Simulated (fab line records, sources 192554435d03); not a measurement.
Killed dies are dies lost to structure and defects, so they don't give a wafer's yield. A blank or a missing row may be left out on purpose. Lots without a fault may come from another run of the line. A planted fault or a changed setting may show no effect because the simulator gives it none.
Split-lot experiment | flow n5_finfet | 7 lots, 39 wafers read, on a route of 1938 steps

THE SPLIT
At N5_MOL_CONTACT_COAG_ETCH_110 (etches Si in CF4/O2, target depth 2.5 nm, time 8 s), the setting bias_w was moved away from the recipe's 12 W on 18 of the 39 wafers read, by -6.3% to +18.0%. The other wafers ran this setting at the recipe's value.

The reading is taken at the split's own step.

THE READING
rf_vpp_V, in V, at N5_MOL_CONTACT_COAG_ETCH_110 (etches Si in CF4/O2, target depth 2.5 nm, time 8 s). Fault-free wafers of this fab line usually give 127.7 V, standard deviation 2 V.

wafer  | tool, chamber at the split | bias_w as run, W | against the recipe | rf_vpp_V, V | against lot-mates on the recipe
L079.1 | rie_diel-03, 1             | 13.47            | +12.3%             | 137.0       | +9.6
L079.2 | rie_diel-03, 2             | 12               | recipe             | 128.9       | -
L079.3 | rie_diel-03, 2             | 13.47            | +12.3%             | 140.3       | +12.9
L079.4 | rie_diel-03, 1             | 13.47            | +12.3%             | 138.9       | +11.5
L079.5 | rie_diel-03, 1             | 12               | recipe             | 124.9       | -
L079.6 | rie_diel-03, 2             | 12               | recipe             | 128.4       | -
L080.1 | rie_diel-04, 1             | 12               | recipe             | 127.1       | -
L080.2 | rie_diel-04, 3             | 13.53            | +12.7%             | 140.7       | +12.6
L080.3 | rie_diel-04, 0             | 13.53            | +12.7%             | 143.1       | +15.0
L080.4 | rie_diel-04, 0             | 12               | recipe             | 130.7       | -
L080.5 | rie_diel-04, 3             | 13.53            | +12.7%             | 140.3       | +12.2
L080.6 | rie_diel-04, 1             | 12               | recipe             | 126.5       | -
L081.1 | rie_diel-05, 0             | 12               | recipe             | 127.4       | -
L081.2 | rie_diel-05, 2             | 12               | recipe             | 131.1       | -
L081.3 | rie_diel-05, 1             | 11.24            | -6.3%              | 124.2       | -3.3
L081.4 | rie_diel-05, 3             | 12               | recipe             | 124.0       | -
L081.5 | rie_diel-05, 3             | 11.24            | -6.3%              | 117.2       | -10.3
L081.6 | rie_diel-05, 2             | 11.24            | -6.3%              | 124.3       | -3.2
L082.1 | rie_diel-05, 0             | 14.16            | +18.0%             | 146.0       | +18.0
L082.2 | rie_diel-05, 1             | 14.16            | +18.0%             | 149.2       | +21.2
L082.3 | rie_diel-05, 2             | 12               | recipe             | 129.2       | -
L082.4 | rie_diel-05, 3             | 12               | recipe             | 123.8       | -
L082.5 | rie_diel-05, 3             | 14.16            | +18.0%             | 143.0       | +15.0
L082.6 | rie_diel-05, 2             | 12               | recipe             | 131.0       | -
L083.1 | rie_diel-03, 3             | 13.97            | +16.4%             | 142.6       | +16.1
L083.2 | rie_diel-03, 0             | 12               | recipe             | 128.6       | -
L083.3 | rie_diel-03, 1             | 12               | recipe             | 125.6       | -
L083.4 | rie_diel-03, 2             | 13.97            | +16.4%             | 145.6       | +19.1
L083.5 | rie_diel-03, 1             | 12               | recipe             | 125.3       | -
L083.6 | rie_diel-03, 0             | 13.97            | +16.4%             | 147.6       | +21.1
L093.1 | rie_diel-04, 3             | 12               | recipe             | 127.9       | -
L093.2 | rie_diel-04, 2             | 12               | recipe             | 128.6       | -
L093.3 | rie_diel-04, 0             | 13.4             | +11.7%             | 141.2       | +13.1
L093.4 | rie_diel-04, 0             | 13.4             | +11.7%             | 140.5       | +12.4
L093.5 | rie_diel-04, 2             | 12               | recipe             | 127.7       | -
L093.6 | rie_diel-04, 3             | 13.4             | +11.7%             | 140.1       | +12.0
L094.2 | rie_diel-05, 2             | 12               | recipe             | 130.2       | -
L094.3 | rie_diel-05, 1             | 12               | recipe             | 129.1       | -
L094.6 | rie_diel-05, 3             | 12               | recipe             | 126.1       | -

THE FIT
A straight line over all 39 wafers: rf_vpp_V changes by +1.02 V for each +1% of bias_w; r = +0.96; the points scatter about the line by 2.2 V.
The same after taking each lot's own level away (the mean of its wafers on the recipe; 39 wafers): +1.03 V for each +1%; r = +0.96; scatter 2.2 V.
On that fit, the largest move of bias_w shifts the reading by 19 V.
The lots' own levels span 126.50 to 128.47 V, that is 1.0 times the standard deviation above.
So the lot-to-lot level changes the slope little: the two slopes agree.
Check: with one of the wafers moved furthest among these (+18.0%) left out of the fit, the line predicts +18.7 V for it against its lot-mates. It came out at +18 V against them.
Tool readings at the split's step, against how far the setting was moved: rf_vpp_V r = +0.96.

OTHER SPLITS ON THESE WAFERS
These wafers also went through other splits before the reading. Each is held against what the fit with the lots' levels taken away leaves over:
other split on the same wafers       | wafers away from the commonest value | r with rf_vpp_V (lot level and that fit taken away)
N5_FIN_CUT_CUT_ETCH_26 time_s        | 12                                   | -0.17
N5_DUMMY_GATE_EXPOSE_12 dose_mj      | 15                                   | -0.06
N5_DUMMY_GATE_ETCH_44 target_depth_a | 12                                   | +0.17
N5_DUMMY_GATE_ETCH_42 bias_w         | 12                                   | -0.02
N5_SD_EPI_N_ETCH_45 target_depth_a   | 18                                   | +0.03
N5_HKMG_FIN_ETCH_32 bias_w           | 12                                   | -0.13

THE WHOLE CHAIN: every reading that the file lists as answering this split, in the file's order
step                         | what it does                                       | reading                                                        | change (the file's fit)                | r (the file's)
N5_MOL_CONTACT_COAG_ETCH_110 | etches Si in CF4/O2, target depth 2.5 nm, time 8 s | rf_vpp_V                                                       | +1.04 V for each +1% of the setting    | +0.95
N5_MOL_CONTACT_COAG_ETCH_110 | etches Si in CF4/O2, target depth 2.5 nm, time 8 s | etch.depth_nm (the simulator's own value, which no gauge read) | +0.0104 nm for each +1% of the setting | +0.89

THE FILE'S OWN FIT
rf_vpp_V changes by +1.04 V for each +1% of bias_w, r = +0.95.
